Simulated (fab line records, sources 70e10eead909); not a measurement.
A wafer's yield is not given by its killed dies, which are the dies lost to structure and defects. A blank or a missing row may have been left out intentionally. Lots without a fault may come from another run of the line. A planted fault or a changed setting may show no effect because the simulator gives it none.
fab line records	flow nandHarc
record lots=24	wafers=72	lastDay=33
route steps=1302 shown P_BONDPAD@369 A_ONON_D1@433 A_CHANNEL_HOLE_D1@462 A_CHANNEL_FILL_D1@513
lots that met no fault: taken from a fault-free run of the same line
startH: start of the lot's first displayed wafer, in hours after the record's first day	waitH: hours since the lot's step before	" as in the row above	L1.1+2: a single row standing in for several wafers	- no value present, or no start provided	* or withheld: withheld	< > ~ a bound
route shown NAME@n: NAME is a module with steps in the file, n the number in the route of the first one	usual: average and standard deviation across the fault-free wafers	same: alike in all rows	chamber/n: place in a boat	sites: the reading at each site	_std_site: the standard deviation of these	_edge_site: mean of outer sites minus mean of inner sites	radiusMm: for every site, how far away it sits from the centre of the wafer	mask NAME#n: copy n	behind: the last tool/chamber to shape the wafer	hold: reason for holding the lot/hours on hold/outcome of the hold	device: names the non-switching transistor (n, p or np)	end of line: the same wafers' tests at the end of the route	a step given without rows: its recipe and nothing more	killed: count of dies lost to structure and defects at first sort (not the wafer's yield)	map: a wafer's dies, marking killed ones x, the rest . and places with no die _
set.NAME: the setting that was run; set.NAME@STEP: the one run at that earlier step	model.NAME: the simulator's own value behind a step, which no gauge read
one table for each step of the route and one row for each wafer, over a sample of lots
services: from which hour (startH, from the record's first day; less than 0 if before it) a tool's chamber was out of use, for how many hours, and why
## steps
# step NHARC_P_BONDPAD_ETCH_12
# recipe targetDepthA=2000	timeS=100	chf3FlowSccm=50	o2FlowSccm=10	arFlowSccm=200	rfW=500	biasW=200	chemistry=CHF3/O2
# usual biasW=199.9/0.6	drypumpMotorCurrentA=6.0/0.42	oesProductAu=0.946/0.024	rfVppV=370.9/2.2	showerheadPlenumPTorr=2.42/0.1	throttleValvePct=20.571/0.0097
# same timeS=100
lot.wafer	tool	chamber	startH	waitH	biasW	drypumpMotorCurrentA	oesProductAu	rfHoursCounterH	rfVppV	showerheadPlenumPTorr	throttleValvePct
L074.3	rieDiel-02	1	-	-	200.1	6.2	0.928	2	374.2	2.56	20.558
L074.4	"	3	"	"	199.9	5.6	0.939	3	371.0	2.48	20.572
L074.6	"	2	"	"	200.0	6.4	0.918	-	370.3	2.38	20.585
L075.4	rieDiel-06	1	-	-	200.6	5.8	0.977	0	372.0	2.53	20.583
L075.1	"	2	"	"	201.1	6.6	0.981	0	369.0	2.38	20.572
L075.2	"	0	"	"	200.7	6.1	0.962	0	368.7	2.34	20.581
L076.2	rieDiel-02	2	-	-	200.2	6.4	0.906	3	370.4	2.38	20.577
L076.4	"	3	"	"	199.5	5.6	0.935	3	372.2	2.48	20.565
L076.5	"	2	"	"	199.6	6.4	0.914	-	370.4	2.38	20.565
L077.1	rieDiel-02	0	-	-	199.5	6.4	0.992	3	367.9	2.31	20.571
L077.6	"	0	"	"	199.9	6.4	0.982	-	369.0	2.31	20.565
L077.5	"	1	"	"	199.8	6.2	0.991	-	374.1	2.56	20.573
L078.1	rieDiel-04	3	-	-	200.4	6.1	0.943	7	373.7	2.58	20.547
L078.4	"	1	"	"	200.1	5.7	0.936	8	370.3	2.41	20.575
L078.6	"	3	"	"	200.9	6.1	0.932	-	375.7	2.58	20.569
L079.4	rieDiel-06	1	-	-	200.6	5.9	0.967	3	372.3	2.53	20.567
L079.2	"	3	"	"	200.0	5.9	0.957	3	368.6	2.28	20.579
L079.6	"	0	"	"	199.1	6.1	0.948	-	369.5	2.34	20.577
L080.3	rieDiel-06	3	-	-	199.8	5.9	0.935	4	369.5	2.28	20.548
L080.6	"	2	"	"	200.7	6.6	0.936	-	369.6	2.37	20.580
L080.5	"	3	"	"	199.5	5.9	0.926	-	369.3	2.28	20.566
L081.4	rieDiel-06	3	-	-	200.1	5.9	0.944	4	367.5	2.28	20.571
L081.6	"	0	"	"	199.6	6.1	0.927	-	369.6	2.34	20.559
L081.5	"	1	"	"	199.8	5.9	0.920	-	373.2	2.52	20.569
L082.4	rieDiel-06	3	-	-	199.5	5.9	0.958	5	367.0	2.28	20.567
L082.2	"	1	"	"	200.0	5.9	0.964	5	374.5	2.52	20.569
L082.5	"	2	"	"	199.8	6.6	0.959	-	369.8	2.37	20.578
L083.4	rieDiel-06	0	-	-	199.3	6.1	0.911	6	369.7	2.33	20.586
L083.2	"	1	"	"	200.0	5.9	0.920	6	372.8	2.52	20.566
L083.6	"	2	"	"	199.3	6.6	0.914	-	370.4	2.37	20.571
L084.4	rieDiel-02	3	-	-	199.1	5.6	0.954	0	372.3	2.48	20.571
L084.1	"	0	"	"	200.8	6.4	0.976	0	369.0	2.31	20.558
L084.2	"	1	"	"	200.5	6.2	0.988	0	373.4	2.56	20.580
L085.3	rieDiel-06	2	-	-	200.2	6.6	0.925	6	370.0	2.37	20.564
L085.4	"	1	"	"	200.7	5.8	0.923	8	373.4	2.52	20.570
L085.6	"	3	"	"	200.1	5.9	0.931	-	366.8	2.27	20.572
L086.1	rieDiel-06	1	-	-	200.5	5.9	0.930	8	373.1	2.52	20.559
L086.2	"	2	"	"	201.3	6.6	0.927	7	370.6	2.37	20.593
L086.6	"	3	"	"	199.9	5.9	0.930	-	368.5	2.27	20.573
L087.3	rieDiel-06	2	-	-	199.1	6.6	0.923	8	371.9	2.37	20.580
L087.2	"	3	"	"	199.9	5.9	0.933	9	367.8	2.27	20.562
L087.6	"	2	"	"	199.0	6.6	0.926	-	369.1	2.37	20.569
L088.2	rieDiel-06	3	-	-	199.2	5.9	0.988	10	369.1	2.27	20.585
L088.4	"	0	"	"	199.6	6.1	0.969	10	369.3	2.33	20.555
L088.5	"	0	"	"	200.2	6.0	0.970	-	368.3	2.33	20.563
L089.3	rieDiel-06	2	-	-	200.1	6.6	0.989	9	369.9	2.37	20.577
L089.4	"	3	"	"	200.0	5.9	0.978	10	368.3	2.27	20.562
L089.5	"	0	"	"	199.4	6.1	0.984	-	369.7	2.33	20.587
L091.4	rieDiel-04	1	-	-	200.1	5.7	0.924	8	370.9	2.40	20.573
L091.2	"	2	"	"	199.7	5.0	0.935	7	373.1	2.51	20.589
L091.6	"	1	"	"	200.3	5.7	0.920	-	370.2	2.40	20.566
L090.1	rieDiel-04	0	-	-	201.0	5.4	0.933	8	373.5	2.51	20.586
L090.5	"	3	"	"	200.2	6.1	0.937	-	375.2	2.57	20.585
L090.6	"	0	"	"	200.6	5.4	0.933	-	372.9	2.51	20.581
L093.1	rieDiel-06	2	-	-	199.4	6.6	0.957	0	368.7	2.37	20.557
L093.2	"	3	"	"	199.8	5.9	0.961	0	367.8	2.27	20.576
L093.4	"	1	"	"	200.0	5.9	0.997	0	373.1	2.52	20.567
L092.3	rieDiel-04	3	-	-	199.9	6.1	0.921	8	373.4	2.57	20.570
L092.2	"	1	"	"	200.0	5.7	0.911	8	370.3	2.41	20.569
L092.5	"	0	"	"	200.1	5.4	0.932	-	371.8	2.51	20.565
L094.2	rieDiel-02	1	-	-	200.1	6.2	0.935	2	371.3	2.56	20.573
L094.6	"	1	"	"	199.9	6.2	0.932	-	372.7	2.56	20.582
L094.5	"	2	"	"	198.7	6.4	0.915	-	369.7	2.38	20.580
L095.3	rieDiel-02	3	-	-	199.9	5.6	0.932	3	371.0	2.48	20.577
L095.6	"	0	"	"	198.5	6.3	0.931	-	369.9	2.31	20.582
L095.5	"	1	"	"	199.5	6.2	0.933	-	374.7	2.56	20.572
L096.4	rieDiel-06	3	-	-	199.4	5.9	0.975	2	367.9	2.27	20.558
L096.6	"	1	"	"	200.8	5.9	0.993	-	373.6	2.52	20.558
L096.5	"	2	"	"	200.9	6.6	0.977	-	369.7	2.37	20.571
L097.3	rieDiel-04	3	-	-	200.6	6.1	0.969	0	374.4	2.57	20.579
L097.5	"	2	"	"	199.2	5.0	0.959	-	374.9	2.51	20.573
L097.6	"	0	"	"	201.0	5.4	0.962	-	372.2	2.51	20.575
# step NHARC_P_BONDPAD_ANNEAL_28
# recipe tempC=225	timeS=90
# usual wafer_temp_C_max=225.85/0.23
# same timeS=90
lot.wafer	tool	chamber	startH	waitH	wafer_temp_C_max
L074.3	rtpAnneal-01	0	136.05	-	225.84
L074.4	"	0	"	"	225.82
L074.6	"	0	"	"	225.68
L075.1	rtpAnneal-02	0	142.51	-	225.88
L075.2	"	0	"	"	225.70
L075.4	"	0	"	"	225.93
L076.2	rtpAnneal-02	0	154.52	-	225.84
L076.4	"	0	"	"	225.75
L076.5	"	0	"	"	225.72
L077.1	rtpAnneal-02	0	172.05	0.3	225.61
L077.5	"	0	"	"	225.59
L077.6	"	0	"	"	225.81
L078.1	rtpAnneal-02	0	175.82	-	226.16
L078.4	"	0	"	"	225.55
L078.6	"	0	"	"	225.68
L079.2	rtpAnneal-01	0	187.57	-	225.93
L079.4	"	0	"	"	225.99
L079.6	"	0	"	"	225.97
L080.3	rtpAnneal-02	0	195.68	0.3	225.82
L080.5	"	0	"	"	226.01
L080.6	"	0	"	"	225.82
L081.4	rtpAnneal-02	0	207.81	-	225.78
L081.5	"	0	"	"	225.84
L081.6	"	0	"	"	225.71
L082.2	rtpAnneal-02	0	224.05	-	225.90
L082.4	"	0	"	"	225.64
L082.5	"	0	"	"	225.67
L083.2	rtpAnneal-02	0	228.73	-	225.92
L083.4	"	0	"	"	226.06
L083.6	"	0	"	"	225.66
L084.1	rtpAnneal-01	0	242.54	0.3	225.98
L084.2	"	0	"	"	225.81
L084.4	"	0	"	"	226.18
L085.3	rtpAnneal-01	0	243.57	-	225.82
L085.4	"	0	"	"	225.92
L085.6	"	0	"	"	225.57
L086.1	rtpAnneal-01	0	252.50	0.3	225.99
L086.2	"	0	"	"	226.02
L086.6	"	0	"	"	225.89
L087.2	rtpAnneal-01	0	270.28	0.3	226.28
L087.3	"	0	"	"	225.89
L087.6	"	0	"	"	226.09
L088.2	rtpAnneal-01	0	283.44	-	225.95
L088.4	"	0	"	"	226.33
L088.5	"	0	"	"	225.86
L089.3	rtpAnneal-01	0	285.92	0.4	226.04
L089.4	"	0	"	"	225.93
L089.5	"	0	"	"	225.74
L091.2	rtpAnneal-01	0	306.94	0.5	226.03
L091.4	"	0	"	"	226.75
L091.6	"	0	"	"	225.86
L090.1	rtpAnneal-01	0	307.66	0.3	225.71
L090.5	"	0	"	"	225.89
L090.6	"	0	"	"	226.49
L093.1	rtpAnneal-02	0	323.27	0.3	225.65
L093.2	"	0	"	"	226.22
L093.4	"	0	"	"	225.74
L092.2	rtpAnneal-01	0	323.66	-	225.71
L092.3	"	0	"	"	226.29
L092.5	"	0	"	"	225.80
L094.2	rtpAnneal-02	0	338.68	-	225.45
L094.5	"	0	"	"	225.88
L094.6	"	0	"	"	225.77
L095.3	rtpAnneal-02	0	352.53	-	225.47
L095.5	"	0	"	"	226.14
L095.6	"	0	"	"	225.95
L096.4	rtpAnneal-01	0	360.17	-	225.72
L096.5	"	0	"	"	225.82
L096.6	"	0	"	"	225.45
L097.3	rtpAnneal-02	0	373.10	0.3	225.80
L097.5	"	0	"	"	226.06
L097.6	"	0	"	"	225.96
# step NHARC_P_BONDPAD_CMP_19
# recipe tOverpolishS=30	cuRecessTouchS=16	targetThkNm=160.81
# usual motorCurrentA=12.0/0.82	overpolishRunS=30.001/0.0089
lot.wafer	tool	chamber	startH	waitH	motorCurrentA	overpolishRunS
L074.3	cmp-01	3	136.32	-	11.9	30.013
L074.4	"	1	"	"	12.6	30.006
L074.6	"	2	"	"	11.0	30.002
L075.1	cmp-03	3	142.85	-	11.8	30.021
L075.2	"	0	"	"	11.9	29.994
L075.4	"	1	"	"	11.0	30.003
L076.4	cmp-01	1	154.81	-	12.3	30.007
L076.2	"	0	"	"	11.9	29.998
L076.5	"	1	"	"	11.9	30.001
L077.1	cmp-02	0	172.42	-	13.1	30.012
L077.5	"	3	"	"	12.8	29.995
L077.6	"	0	"	"	12.4	30.007
L078.4	cmp-02	0	176.22	-	12.7	30.006
L078.1	"	1	"	"	11.5	30.003
L078.6	"	3	"	"	14.2	30.000
L079.4	cmp-02	1	187.87	-	11.4	29.987
L079.2	"	2	"	"	11.5	29.996
L079.6	"	2	"	"	12.2	29.995
L080.3	cmp-01	0	195.92	-	12.1	30.001
L080.6	"	0	"	"	12.3	30.010
L080.5	"	1	"	"	11.7	30.015
L081.4	cmp-03	2	208.09	-	12.9	30.000
L081.5	"	3	"	"	11.2	30.002
L081.6	"	0	"	"	11.7	29.996
L082.4	cmp-02	1	224.37	-	12.2	30.010
L082.2	"	2	"	"	11.4	29.996
L082.5	"	1	"	"	12.0	29.997
L083.2	cmp-01	0	229.05	-	12.6	30.006
L083.4	"	2	"	"	11.9	29.988
L083.6	"	0	"	"	12.6	29.991
L084.4	cmp-03	1	242.88	-	10.6	29.984
L084.1	"	2	"	"	12.3	29.985
L084.2	"	3	"	"	11.0	30.004
L085.4	cmp-03	1	243.85	-	10.3	29.996
L085.3	"	2	"	"	13.7	29.980
L085.6	"	0	"	"	12.0	30.002
L086.1	cmp-01	2	252.87	-	11.2	29.995
L086.2	"	3	"	"	11.6	29.995
L086.6	"	2	"	"	11.4	30.008
L087.2	cmp-01	3	270.63	-	11.9	30.002
L087.3	"	0	"	"	13.2	29.993
L087.6	"	1	"	"	11.5	30.002
L088.4	cmp-02	2	283.77	-	11.8	29.994
L088.2	"	0	"	"	13.1	29.992
L088.5	"	1	"	"	11.6	30.000
L089.4	cmp-02	1	286.22	-	12.0	30.008
L089.3	"	2	"	"	12.1	30.013
L089.5	"	3	"	"	12.5	30.008
L091.2	cmp-03	2	307.56	-	11.9	29.995
L091.4	"	3	"	"	11.4	30.007
L091.6	"	0	"	"	12.6	29.996
L090.1	cmp-02	0	308.41	-	13.3	30.006
L090.5	"	1	"	"	12.5	29.997
L090.6	"	2	"	"	11.4	29.994
L093.2	cmp-01	1	323.62	-	11.7	30.007
L093.4	"	2	"	"	11.5	29.994
L093.1	"	3	"	"	11.5	30.002
L092.3	cmp-03	3	323.95	-	11.9	29.995
L092.2	"	2	"	"	13.0	29.992
L092.5	"	0	"	"	12.1	30.001
L094.2	cmp-03	0	338.97	-	11.8	29.998
L094.5	"	0	"	"	13.0	29.993
L094.6	"	1	"	"	10.4	30.002
L095.3	cmp-03	2	352.78	-	13.1	30.004
L095.6	"	2	"	"	12.7	30.001
L095.5	"	3	"	"	12.0	30.003
L096.4	cmp-01	2	360.45	-	11.7	29.991
L096.6	"	3	"	"	11.6	30.010
L096.5	"	0	"	"	12.3	30.008
L097.3	cmp-03	0	373.43	-	12.1	30.007
L097.6	"	1	"	"	10.5	30.003
L097.5	"	2	"	"	12.5	29.999
# step NHARC_A_ONON_D1_THK_MEAS_14
# recipe thkMeasGauge=ellipsometry
# usual thkNm=999/7.7
lot.wafer	tool	chamber	startH	waitH	thkNm
L074.3	filmMetro-02	-	162.41	-	1013
L074.4	"	-	"	"	1015
L074.6	"	-	"	"	1013
L075.1	filmMetro-02	-	168.38	-	1002
L075.2	"	-	"	"	1004
L075.4	"	-	"	"	1004
L076.2	filmMetro-02	-	181.38	-	999
L076.4	"	-	"	"	1000
L076.5	"	-	"	"	999
L077.1	filmMetro-02	-	201.09	-	1008
L077.5	"	-	"	"	1009
L077.6	"	-	"	"	1008
L078.1	filmMetro-02	-	201.10	-	991
L078.4	"	-	"	"	992
L078.6	"	-	"	"	991
L079.2	filmMetro-02	-	214.73	-	996
L079.4	"	-	"	"	993
L079.6	"	-	"	"	995
L080.3	filmMetro-02	-	224.66	-	997
L080.5	"	-	"	"	996
L080.6	"	-	"	"	996
L081.4	filmMetro-01	-	234.68	-	997
L081.5	"	-	"	"	998
L081.6	"	-	"	"	997
L082.2	filmMetro-01	-	250.03	-	1002
L082.4	"	-	"	"	1002
L082.5	"	-	"	"	1000
L083.2	filmMetro-01	-	255.66	-	978
L083.4	"	-	"	"	979
L083.6	"	-	"	"	980
L084.1	filmMetro-02	-	270.17	-	990
L084.2	"	-	"	"	991
L084.4	"	-	"	"	990
L085.3	filmMetro-01	-	270.18	-	999
L085.4	"	-	"	"	998
L085.6	"	-	"	"	999
L086.1	filmMetro-02	-	278.93	-	998
L086.2	"	-	"	"	999
L086.6	"	-	"	"	998
L087.2	filmMetro-01	-	296.32	-	997
L087.3	"	-	"	"	997
L087.6	"	-	"	"	997
L089.3	filmMetro-02	-	313.82	-	1004
L089.4	"	-	"	"	1005
L089.5	"	-	"	"	1005
L088.2	filmMetro-01	-	313.83	-	1007
L088.4	"	-	"	"	1010
L088.5	"	-	"	"	1009
L090.1	filmMetro-02	-	334.17	-	989
L090.5	"	-	"	"	989
L090.6	"	-	"	"	989
L091.2	filmMetro-01	-	334.18	-	1002
L091.4	"	-	"	"	1001
L091.6	"	-	"	"	1000
L092.2	filmMetro-02	-	349.95	-	1005
L092.3	"	-	"	"	1006
L092.5	"	-	"	"	1005
L093.1	filmMetro-01	-	349.96	-	999
L093.2	"	-	"	"	999
L093.4	"	-	"	"	998
L094.2	filmMetro-02	-	366.51	-	994
L094.5	"	-	"	"	994
L094.6	"	-	"	"	995
L095.3	filmMetro-01	-	378.61	-	1004
L095.5	"	-	"	"	1003
L095.6	"	-	"	"	1005
L096.4	filmMetro-01	-	390.09	-	1015
L096.5	"	-	"	"	1014
L096.6	"	-	"	"	1012
L097.3	filmMetro-02	-	400.07	-	993
L097.5	"	-	"	"	995
L097.6	"	-	"	"	993
# step NHARC_A_CHANNEL_HOLE_D1_CD_MEAS_10
# recipe targetCdNm=100	landingEnergyEv=500
# usual cdNm=100.0/0.58
lot.wafer	tool	chamber	startH	waitH	cdNm
L074.3	cdSem-01	0	175.55	-	100.5
L074.4	"	0	"	"	99.8
L074.6	"	0	"	"	100.2
L075.1	cdSem-01	0	184.55	-	101.1
L075.2	"	0	"	"	100.9
L075.4	"	0	"	"	101.2
L076.2	cdSem-01	0	200.43	-	100.2
L076.4	"	0	"	"	100.2
L076.5	"	0	"	"	100.2
L077.1	cdSem-02	0	216.15	-	100.5
L077.5	"	0	"	"	100.1
L077.6	"	0	"	"	100.0
L078.1	cdSem-01	0	217.89	-	101.4
L078.4	"	0	"	"	100.9
L078.6	"	0	"	"	101.0
L079.2	cdSem-03	0	232.07	-	100.3
L079.4	"	0	"	"	101.4
L079.6	"	0	"	"	101.4
L080.3	cdSem-02	0	237.65	-	99.9
L080.5	"	0	"	"	99.6
L080.6	"	0	"	"	99.0
L081.4	cdSem-01	0	252.53	-	100.8
L081.5	"	0	"	"	100.1
L081.6	"	0	"	"	100.5
L082.2	cdSem-02	0	263.59	-	99.3
L082.4	"	0	"	"	99.2
L082.5	"	0	"	"	99.7
L083.2	cdSem-02	0	270.27	-	100.3
L083.4	"	0	"	"	100.4
L083.6	"	0	"	"	100.3
L084.1	cdSem-01	0	284.58	-	100.9
L084.2	"	0	"	"	99.7
L084.4	"	0	"	"	100.2
L085.3	cdSem-02	0	285.03	-	100.5
L085.4	"	0	"	"	100.2
L085.6	"	0	"	"	100.5
L086.1	cdSem-02	0	292.22	-	99.5
L086.2	"	0	"	"	98.6
L086.6	"	0	"	"	99.4
L087.2	cdSem-01	0	309.89	-	99.6
L087.3	"	0	"	"	100.1
L087.6	"	0	"	"	98.9
L089.3	cdSem-03	0	328.20	-	98.7
L089.4	"	0	"	"	99.6
L089.5	"	0	"	"	99.7
L088.2	cdSem-01	0	328.44	-	100.7
L088.4	"	0	"	"	99.5
L088.5	"	0	"	"	99.3
L091.2	cdSem-02	0	348.73	-	100.6
L091.4	"	0	"	"	100.3
L091.6	"	0	"	"	99.5
L090.1	cdSem-01	0	348.88	-	100.5
L090.5	"	0	"	"	100.6
L090.6	"	0	"	"	99.0
L092.2	cdSem-02	0	366.85	-	100.3
L092.3	"	0	"	"	100.0
L092.5	"	0	"	"	99.9
L093.1	cdSem-03	0	372.14	-	99.7
L093.2	"	0	"	"	100.4
L093.4	"	0	"	"	100.3
L094.2	cdSem-02	0	383.96	-	99.4
L094.5	"	0	"	"	98.6
L094.6	"	0	"	"	99.2
L095.3	cdSem-03	0	392.56	-	99.3
L095.5	"	0	"	"	99.8
L095.6	"	0	"	"	99.9
L096.4	cdSem-01	0	408.59	-	100.1
L096.5	"	0	"	"	100.0
L096.6	"	0	"	"	100.8
L097.3	cdSem-03	0	415.42	-	99.4
L097.5	"	0	"	"	99.3
L097.6	"	0	"	"	99.7
# step NHARC_A_CHANNEL_FILL_D1_CMP_10
# recipe targetThkNm=150
# usual motorCurrentA=11.9/0.93	timeToEndpointS=14.9/2.6
lot.wafer	tool	chamber	startH	waitH	motorCurrentA	timeToEndpointS
L074.4	cmp-01	1	230.21	0.4	11.8	16.5
L074.3	"	3	"	"	11.6	10.3
L074.6	"	0	"	"	12.9	13.4
L075.2	cmp-01	2	241.69	0.4	11.6	19.9
L075.1	"	3	"	"	11.6	14.6
L075.4	"	1	"	"	11.1	18.4
L076.4	cmp-04	0	258.13	0.4	12.0	9.2
L076.2	"	3	"	"	10.6	13.6
L076.5	"	0	"	"	11.3	11.6
L077.1	cmp-02	1	271.71	0.4	12.1	13.0
L077.5	"	1	"	"	11.3	17.3
L077.6	"	2	"	"	11.8	18.9
L078.1	cmp-01	3	271.73	0.4	11.1	10.3
L078.4	"	1	"	"	12.2	15.2
L078.6	"	3	"	"	11.6	13.8
L079.4	cmp-02	0	291.61	0.4	12.4	12.7
L079.2	"	2	"	"	11.8	15.4
L079.6	"	3	"	"	12.9	11.7
L080.3	cmp-04	3	291.61	0.4	10.0	14.6
L080.5	"	2	"	"	12.5	17.5
L080.6	"	3	"	"	9.9	13.1
L081.4	cmp-04	2	311.51	0.4	12.4	16.5
L081.6	"	2	"	"	12.4	17.4
L081.5	"	3	"	"	9.6	13.9
L082.4	cmp-01	0	322.23	0.4	11.7	15.3
L082.2	"	2	"	"	11.4	18.6
L082.5	"	0	"	"	11.7	14.3
L083.2	cmp-04	3	327.32	0.4	10.2	18.0
L083.4	"	0	"	"	11.7	12.9
L083.6	"	1	"	"	10.1	13.2
L085.3	cmp-01	1	342.72	0.4	12.0	17.2
L085.4	"	2	"	"	11.4	17.6
L085.6	"	3	"	"	11.5	12.8
L084.4	cmp-01	3	342.82	0.5	11.7	11.9
L084.1	"	0	"	"	12.6	15.1
L084.2	"	1	"	"	11.5	18.0
L086.1	cmp-02	0	353.53	0.4	13.0	15.3
L086.2	"	1	"	"	12.2	14.2
L086.6	"	0	"	"	13.5	17.8
L087.3	cmp-01	0	364.41	0.4	12.6	14.5
L087.2	"	1	"	"	11.8	17.1
L087.6	"	3	"	"	11.7	8.9
L089.4	cmp-04	0	384.31	0.4	11.8	9.9
L089.3	"	2	"	"	12.3	14.7
L089.5	"	1	"	"	10.9	13.2
L088.2	cmp-02	3	384.38	0.4	13.4	11.9
L088.4	"	1	"	"	11.4	15.7
L088.5	"	3	"	"	12.9	14.6
L090.1	cmp-01	1	404.78	0.4	11.7	17.5
L090.5	"	3	"	"	12.2	12.3
L090.6	"	0	"	"	12.5	13.4
L091.4	cmp-02	3	408.37	0.4	13.4	14.1
L091.2	"	1	"	"	11.6	19.6
L091.6	"	0	"	"	13.3	15.4
L092.3	cmp-01	3	427.70	0.4	11.6	11.7
L092.2	"	1	"	"	11.8	18.7
L092.5	"	0	"	"	12.4	15.0
L093.1	cmp-02	3	427.70	0.4	13.3	13.6
L093.2	"	1	"	"	11.2	17.2
L093.4	"	2	"	"	11.8	15.6
L094.2	cmp-01	1	439.33	0.4	12.4	16.8
L094.5	"	3	"	"	11.9	12.3
L094.6	"	0	"	"	12.1	12.8
L095.3	cmp-02	1	448.98	0.4	11.6	15.4
L095.6	"	3	"	"	14.2	14.3
L095.5	"	0	"	"	12.8	17.9
L096.4	cmp-04	2	466.04	0.4	12.6	14.8
L096.5	"	3	"	"	9.9	10.9
L096.6	"	0	"	"	11.8	8.3
L097.3	cmp-02	0	470.47	0.4	13.0	16.7
L097.5	"	0	"	"	13.0	17.6
L097.6	"	1	"	"	11.7	17.6
## services
tool	chamber	startH	hours	kind
cmp-01	-	122.04	8.7	repair
rieDiel-06	-	130.31	9.0	pm
cmp-02	-	134.72	4.0	pm
rieDiel-06	2	167.73	6.7	repair
cmp-01	-	185.73	4.0	pm
cmp-01	-	205.57	0.6	repair
cmp-01	-	218.58	1.5	repair
cmp-02	-	232.72	4.0	pm
rieDiel-06	-	242.11	1.4	repair
cmp-02	-	246.39	0.3	repair
cmp-01	-	283.73	4.0	pm
cmp-01	-	289.29	1.3	repair
rieDiel-06	-	307.31	9.0	pm
cmp-02	-	311.35	2.1	repair
cmp-02	-	330.72	4.0	pm
cmp-02	-	341.59	5.8	repair
cmp-01	-	381.73	4.0	pm
rieDiel-06	3	388.72	7.3	repair
cmp-01	-	419.51	1.8	repair
cmp-02	-	428.72	4.0	pm
rieDiel-06	3	434.02	18.0	repair
cmp-01	-	445.52	1.7	repair
cmp-02	-	457.64	0.5	repair
rieDiel-06	2	469.29	1.2	repair
## key
fault none
